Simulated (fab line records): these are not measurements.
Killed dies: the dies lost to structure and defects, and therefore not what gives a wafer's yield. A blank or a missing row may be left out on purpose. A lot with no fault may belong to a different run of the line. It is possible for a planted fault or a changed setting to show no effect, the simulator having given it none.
Which tool was responsible?    flow nandHarc    13 lots with 39 wafers sampled at 5 steps, on a route of 1159 steps

== WHAT EACH GAUGE READ, for each wafer ==
NHARC_END_SORT_01.
lot   measured      on         killedAtArray  killedAtOther  killedAtPeriphery  killedDies   killedOpen  killedShort
L732  day 22 23:06  prober-01  674 675 676    0 1 1          3 1 0              677 677 677  5 6 4       2 2 0
L733  day 22 17:02  prober-02  674 673 673    0 0 0          3 4 4              677 677 677  1 5 5       1 3 4
L734  day 23 05:43  prober-02  674 675 675    2 1 1          1 1 1              677 677 677  2 2 0       3 3 1

== TOOL THAT RAN EACH LOT (tool first, then ch and the chambers of the sampled wafers, then the start) ==
lot   NHARC_A_SLIT_DEP_23              NHARC_A_WL_FILL_ETCHBACK_04       NHARC_A_WL_FILL_STRIP_27             NHARC_A_WL_FILL_ALD_10
L718  pecvd-03 ch 0,2, day 14 06:55    rieMetal-02 ch 0, day 15 00:49    plasmaAsher-02 ch 0,1, day 15 01:13  aldHk-04 ch 0,1,2, day 15 07:17
L720  pecvd-03 ch 1,2, day 14 14:34    rieMetal-02 ch 0,1, day 15 12:10  plasmaAsher-02 ch 0,1, day 15 12:32  aldHk-02 ch 0,1,2, day 15 18:18
L719  pecvd-02 ch 0,1, day 14 15:30    rieMetal-01 ch 0, day 15 12:49    plasmaAsher-02 ch 0,1, day 15 13:10  aldHk-01 ch 0,1, day 15 17:47
L721  pecvd-01 ch 1,2, day 15 01:44    rieMetal-02 ch 0,1, day 15 18:02  plasmaAsher-01 ch 0, day 15 18:29    aldHk-01 ch 0,1,2, day 16 01:22
L723  pecvd-02 ch 0,1,2, day 15 12:29  rieMetal-02 ch 0,1, day 16 04:49  plasmaAsher-01 ch 0,1, day 16 05:50  aldHk-02 ch 0,1,3, day 16 15:11
L727  pecvd-02 ch 0,1,2, day 16 16:02  rieMetal-01 ch 0,1, day 17 12:20  plasmaAsher-02 ch 0,1, day 17 12:41  aldHk-01 ch 0,2,3, day 17 18:29
L732  pecvd-01 ch 0,1, day 17 21:16    rieMetal-02 ch 0,1, day 18 19:11  plasmaAsher-02 ch 0,1, day 18 19:57  aldHk-02 ch 0,3, day 19 01:42
L733  pecvd-03 ch 0,1,2, day 17 21:27  rieMetal-02 ch 0,1, day 18 13:52  plasmaAsher-02 ch 0,1, day 18 14:13  aldHk-04 ch 0,2, day 18 19:10
L734  pecvd-02 ch 0,1,2, day 18 07:13  rieMetal-02 ch 0,1, day 19 00:15  plasmaAsher-02 ch 0,1, day 19 00:38  aldHk-04 ch 1,2,3, day 19 05:53
L738  pecvd-02 ch 0,1,2, day 18 21:05  rieMetal-03 ch 0,1, day 19 17:45  plasmaAsher-02 ch 0,1, day 19 18:09  aldHk-04 ch 0,1,3, day 19 21:36
L736  pecvd-02 ch 1,2, day 19 06:53    rieMetal-01 ch 0,1, day 19 23:04  plasmaAsher-02 ch 0,1, day 19 23:27  aldHk-01 ch 2,3, day 20 04:51
L740  pecvd-01 ch 0,1,2, day 20 01:49  rieMetal-03 ch 0,1, day 20 18:49  plasmaAsher-02 ch 0,1, day 20 20:01  aldHk-04 ch 0,1,2, day 21 02:51
L741  pecvd-03 ch 1,2, day 20 02:01    rieMetal-03 ch 0, day 20 21:37    plasmaAsher-02 ch 0,1, day 20 22:54  aldHk-02 ch 0,2, day 21 03:13
- NHARC_A_SLIT_DEP_23: deposits SiON, target thk 100 nm.
- NHARC_A_WL_FILL_ETCHBACK_04: etches the open film in NF3, target depth 60 nm, time 120 s.
- NHARC_A_WL_FILL_STRIP_27: strips in N2/H2, time 20 s.
- NHARC_A_WL_FILL_ALD_10: deposits SiO2, target thk 50 nm, pulse time 10 s, ald cycles 500.

== AS READ BY THE TOOLS THEMSELVES (means over the sampled wafers that have a number; for cases with no such wafer, the mark the record gives instead) ==
NHARC_A_SLIT_DEP_23.
lot   tool      heaterPowerW (W)
L718  pecvd-03  723
L720  pecvd-03  848
L719  pecvd-02  816
L721  pecvd-01  753
L723  pecvd-02  803
L727  pecvd-02  790
L732  pecvd-01  686
L733  pecvd-03  758
L734  pecvd-02  714
L738  pecvd-02  741
L736  pecvd-02  785
L740  pecvd-01  763
L741  pecvd-03  924

NHARC_A_WL_FILL_ETCHBACK_04.
lot   tool         drypumpMotorCurrentA (A)  oesProductAu (a.u.)
L718  rieMetal-02  6.5                       0.999
L720  rieMetal-02  6.2                       1.010
L719  rieMetal-01  6.7                       0.995
L721  rieMetal-02  6.3                       1.002
L723  rieMetal-02  6.3                       1.004
L727  rieMetal-01  6.4                       0.993
L732  rieMetal-02  6.0                       0.746
L733  rieMetal-02  6.2                       0.749
L734  rieMetal-02  6.0                       0.741
L738  rieMetal-03  6.3                       1.010
L736  rieMetal-01  6.5                       0.997
L740  rieMetal-03  6.3                       1.004
L741  rieMetal-03  6.5                       0.996

NHARC_A_WL_FILL_STRIP_27.
lot   tool            drypumpMotorCurrentA (A)  heaterPowerW (W)  rfReflPowerW (W)
L718  plasmaAsher-02  5.6                       319               14
L720  plasmaAsher-02  5.6                       319               15
L719  plasmaAsher-02  5.3                       323               16
L721  plasmaAsher-01  5.6                       311               29
L723  plasmaAsher-01  5.4                       305               26
L727  plasmaAsher-02  5.6                       322               -
L732  plasmaAsher-02  5.6                       325               -
L733  plasmaAsher-02  5.3                       311               -
L734  plasmaAsher-02  5.6                       322               -
L738  plasmaAsher-02  5.3                       313               16
L736  plasmaAsher-02  5.6                       317               14
L740  plasmaAsher-02  5.4                       313               16
L741  plasmaAsher-02  5.3                       313               16

NHARC_A_WL_FILL_ALD_10.
lot   tool      heaterPowerW (W)  precursorPulseHeightRel
L718  aldHk-04  439               1.015
L720  aldHk-02  472               1.014
L719  aldHk-01  417               1.011
L721  aldHk-01  448               1.009
L723  aldHk-02  459               1.001
L727  aldHk-01  438               1.004
L732  aldHk-02  456               0.992
L733  aldHk-04  438               1.008
L734  aldHk-04  477               1.019
L738  aldHk-04  478               1.011
L736  aldHk-01  475               1.004
L740  aldHk-04  441               1.002
L741  aldHk-02  466               0.997

== THE ANSWER, worked out from the rows above alone ==
Rule: what is usual is taken from the lots themselves. The widest of any qualifying gaps counts: lots, ordered by their means at a reading, are off when they make up no more than a third of the lots, leave a main group of 4 or more, and stand apart from it by 3 or more times the standard deviation of that group's means. A main group is skipped when, at the precision printed for the reading in the tables above, its means are all equal. A lot without any number at a reading at which 4 lots or more have one is off too. Any other lot the step has rows for is counted as sound. First the gauges in route order, then the tools' own readings, where a lot's mean is used as printed above. At the first step where some lot is off, the reading lying furthest off is the one used; lots without a number count as furthest.
Off, at NHARC_A_WL_FILL_ETCHBACK_04 on oesProductAu: L732, L733, L734. For the main group the mean is 1.001 a.u. and the standard deviation 0.0057.
A tool fits if, at that step or a process step before it, it ran every lot that is off, and no sound lot after the first of them. One fits: rieMetal-02 at NHARC_A_WL_FILL_ETCHBACK_04. A fault onset in the window from L723 (day 16 04:49, its last sound lot) to L733 (day 18 13:52, its first lot off) fits.
The tool's own readings at NHARC_A_WL_FILL_ETCHBACK_04 bear it out: on the lots that are off they differ by more than 5 times the standard deviation of the sound lots' means. oesProductAu reads 0.745 a.u. there against 1.001 a.u. on the sound lots.

== WHAT HAD BEEN PUT IN BY THE SIMULATOR ==
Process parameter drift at NHARC_A_WL_FILL_ETCHBACK_04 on rieMetal-02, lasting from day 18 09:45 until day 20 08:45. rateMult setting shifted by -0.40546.
Shown lots that were struck: L733, L732, L734. The rule given above showed the same thing.
